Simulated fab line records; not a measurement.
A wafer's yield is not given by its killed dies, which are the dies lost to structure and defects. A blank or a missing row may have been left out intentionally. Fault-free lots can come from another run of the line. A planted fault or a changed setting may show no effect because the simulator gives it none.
Split-lot study || flow n5 finfet || 21 wafers read across 7 lots, on a route 1938 steps long

## THE SPLIT
At N5_BEOL_M5_ETCH_68 (etches SOC in N2/H2, target depth 80 nm, overetch 16 nm, time 120 s), the setting time s was moved away from the recipe's 120 s on 3 of the 21 wafers read, by -15.4% to +9.7%. All remaining wafers had this setting at the recipe value.

The reading is taken at the split's own step.

## THE READING
SiARC_of_BEOL_M5_COAT_66.thk nm (the simulator's own value, which no gauge read), in nm, at N5_BEOL_M5_ETCH_68 (etches SOC in N2/H2, target depth 80 nm, overetch 16 nm, time 120 s). No usual value for it is given in the file. The 18 wafers here that ran the recipe average 6.5 nm, standard deviation 0.14 nm.

{"wafer": "L076.1", "tool, chamber at the split": "rie diel-02, 0,1,0", "time s as run, s": 120, "against the recipe": "recipe", "SiARC_of_BEOL_M5_COAT_66.thk nm, nm": 6.6, "against lot-mates on the recipe": "-"}
{"wafer": "L076.2", "tool, chamber at the split": "rie diel-02, 0,1,0", "time s as run, s": 120, "against the recipe": "recipe", "SiARC_of_BEOL_M5_COAT_66.thk nm, nm": 6.6, "against lot-mates on the recipe": "-"}
{"wafer": "L076.6", "tool, chamber at the split": "rie diel-02, 0,1,0", "time s as run, s": 120, "against the recipe": "recipe", "SiARC_of_BEOL_M5_COAT_66.thk nm, nm": 6.6, "against lot-mates on the recipe": "-"}
{"wafer": "L075.1", "tool, chamber at the split": "rie diel-04, 3", "time s as run, s": 128.6, "against the recipe": "+7.2%", "SiARC_of_BEOL_M5_COAT_66.thk nm, nm": 5.8, "against lot-mates on the recipe": -0.8}
{"wafer": "L075.3", "tool, chamber at the split": "rie diel-04, 0", "time s as run, s": 120, "against the recipe": "recipe", "SiARC_of_BEOL_M5_COAT_66.thk nm, nm": 6.8, "against lot-mates on the recipe": "-"}
{"wafer": "L075.6", "tool, chamber at the split": "rie diel-04, 1", "time s as run, s": 120, "against the recipe": "recipe", "SiARC_of_BEOL_M5_COAT_66.thk nm, nm": 6.4, "against lot-mates on the recipe": "-"}
{"wafer": "L085.4", "tool, chamber at the split": "rie diel-04, 3", "time s as run, s": 131.6, "against the recipe": "+9.7%", "SiARC_of_BEOL_M5_COAT_66.thk nm, nm": 5.8, "against lot-mates on the recipe": -0.7}
{"wafer": "L085.5", "tool, chamber at the split": "rie diel-04, 1", "time s as run, s": 120, "against the recipe": "recipe", "SiARC_of_BEOL_M5_COAT_66.thk nm, nm": 6.6, "against lot-mates on the recipe": "-"}
{"wafer": "L085.6", "tool, chamber at the split": "rie diel-04, 2", "time s as run, s": 120, "against the recipe": "recipe", "SiARC_of_BEOL_M5_COAT_66.thk nm, nm": 6.4, "against lot-mates on the recipe": "-"}
{"wafer": "L091.4", "tool, chamber at the split": "rie diel-02, 1,0", "time s as run, s": 120, "against the recipe": "recipe", "SiARC_of_BEOL_M5_COAT_66.thk nm, nm": 6.6, "against lot-mates on the recipe": "-"}
{"wafer": "L091.6", "tool, chamber at the split": "rie diel-02, 1,0", "time s as run, s": 120, "against the recipe": "recipe", "SiARC_of_BEOL_M5_COAT_66.thk nm, nm": 6.6, "against lot-mates on the recipe": "-"}
{"wafer": "L091.5", "tool, chamber at the split": "rie diel-02, 3", "time s as run, s": 120, "against the recipe": "recipe", "SiARC_of_BEOL_M5_COAT_66.thk nm, nm": 6.4, "against lot-mates on the recipe": "-"}
{"wafer": "L094.1", "tool, chamber at the split": "rie diel-05, 0", "time s as run, s": 120, "against the recipe": "recipe", "SiARC_of_BEOL_M5_COAT_66.thk nm, nm": 6.6, "against lot-mates on the recipe": "-"}
{"wafer": "L094.2", "tool, chamber at the split": "rie diel-05, 2", "time s as run, s": 120, "against the recipe": "recipe", "SiARC_of_BEOL_M5_COAT_66.thk nm, nm": 6.4, "against lot-mates on the recipe": "-"}
{"wafer": "L094.3", "tool, chamber at the split": "rie diel-05, 3", "time s as run, s": 101.5, "against the recipe": "-15.4%", "SiARC_of_BEOL_M5_COAT_66.thk nm, nm": 7.4, "against lot-mates on the recipe": "+0.9"}
{"wafer": "L095.2", "tool, chamber at the split": "rie diel-05, 0,3", "time s as run, s": 120, "against the recipe": "recipe", "SiARC_of_BEOL_M5_COAT_66.thk nm, nm": 6.4, "against lot-mates on the recipe": "-"}
{"wafer": "L095.3", "tool, chamber at the split": "rie diel-05, 0,3", "time s as run, s": 120, "against the recipe": "recipe", "SiARC_of_BEOL_M5_COAT_66.thk nm, nm": 6.4, "against lot-mates on the recipe": "-"}
{"wafer": "L095.6", "tool, chamber at the split": "rie diel-05, 0", "time s as run, s": 120, "against the recipe": "recipe", "SiARC_of_BEOL_M5_COAT_66.thk nm, nm": 6.6, "against lot-mates on the recipe": "-"}
{"wafer": "L097.1", "tool, chamber at the split": "rie diel-02, 1,0", "time s as run, s": 120, "against the recipe": "recipe", "SiARC_of_BEOL_M5_COAT_66.thk nm, nm": 6.6, "against lot-mates on the recipe": "-"}
{"wafer": "L097.4", "tool, chamber at the split": "rie diel-02, 1,0", "time s as run, s": 120, "against the recipe": "recipe", "SiARC_of_BEOL_M5_COAT_66.thk nm, nm": 6.6, "against lot-mates on the recipe": "-"}
{"wafer": "L097.3", "tool, chamber at the split": "rie diel-02, 2", "time s as run, s": 120, "against the recipe": "recipe", "SiARC_of_BEOL_M5_COAT_66.thk nm, nm": 6.2, "against lot-mates on the recipe": "-"}
Where a row lists several chambers, the file gives one row for several wafers and doesn't say which wafer went through which chamber.

THE FIT
A straight line over all 21 wafers: SiARC_of_BEOL_M5_COAT_66.thk nm changes by -0.0671 nm for each +1% of time s; r = -0.90; the points scatter about the line by 0.15 nm.
The same after taking each lot's own level away (the mean of its wafers on the recipe; 21 wafers): -0.0689 nm for each +1%; r = -0.91; scatter 0.14 nm.
According to that fit, moving time s by its largest amount changes the reading by 1.1 nm.
The lots' own levels span 6.47 to 6.60 nm, that is 1.0 times the standard deviation above.
So the lot-to-lot level changes the slope little: the two slopes agree.
Check: for one of the wafers moved furthest among these (-15.4%), held out of the fit, the line's prediction against its lot-mates is +1.32 nm. It came out at +0.9 nm against them.

## FURTHER SPLITS ON THESE WAFERS
Other splits were also applied to these wafers ahead of the reading. Each is held against what the fit with the lots' levels taken away leaves over:
{"other split on the same wafers": "N5_BEOL_M4_DESCUM_33 time s", "wafers away from the commonest value": 7, "r with SiARC_of_BEOL_M5_COAT_66.thk nm (lot level and that fit taken away)": "+0.01"}

## FILE'S OWN FIT
SiARC_of_BEOL_M5_COAT_66.thk nm changes by -0.069 nm for each +1% of time s, r = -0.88.
